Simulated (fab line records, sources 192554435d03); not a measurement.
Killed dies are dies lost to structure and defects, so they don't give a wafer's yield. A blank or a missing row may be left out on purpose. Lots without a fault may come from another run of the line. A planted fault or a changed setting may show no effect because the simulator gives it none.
Chamber matching | flow n5_finfet | N5_BEOL_M2_ETCH_77 on rie_diel-05: 4 sister chambers
The step etches underlayer in N2/H2, target depth 6.5 nm, time 5.2 s. 8 wafers are shown with their chamber, then 7 later ones without.

WAFERS WITH THEIR CHAMBER
wafer  | chamber | showerhead_plenum_p_Torr (Torr) | drypump_motor_current_A (A)
L074.1 | 3       | 2.40                            | 6.4
L080.1 | 0       | 2.66                            | 5.9
L080.3 | 3       | 2.39                            | 6.3
L091.1 | 2       | 2.70                            | 5.4
L091.2 | 0       | 2.64                            | 5.8
L091.3 | 1       | 2.47                            | 5.1
L091.4 | 1       | 2.47                            | 5.1
L091.5 | 2       | 2.70                            | 5.4

WAFERS WITHOUT THEIR CHAMBER
wafer  | showerhead_plenum_p_Torr (Torr) | drypump_motor_current_A (A)
L091.6 | 2.64                            | 5.9
L095.1 | 2.70                            | 6.4
L095.4 | 2.46                            | 5.1
L095.6 | 2.70                            | 6.4
L096.3 | 2.69                            | 5.3
L096.5 | 2.64                            | 5.9
L096.6 | 2.46                            | 5.1

WHICH CHAMBER EACH WENT THROUGH
wafer  | from the rows above | in truth
L091.6 | 0                   | 0
L095.1 | 0                   | 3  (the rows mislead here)
L095.4 | 1                   | 1
L095.6 | 0                   | 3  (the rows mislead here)
L096.3 | 2                   | 2
L096.5 | 0                   | 0
L096.6 | 1                   | 1
Placed correctly: 5 of 7. Can't be placed from these rows: 0. Placed wrongly: 2.
How it was worked out, from the rows above alone: a wafer's distance from a chamber is the root of the sum, over the readings, of the square of ((its reading less the chamber's mean) divided by the reading's scatter). The wafer belongs to the nearest chamber; if the next one is less than 2 further off, it can't be placed. A chamber's mean is the mean of its shown wafers. The scatter: the root of (the sum of the squares of (reading less its chamber's mean) over the shown wafers, divided by (wafers less chambers)).
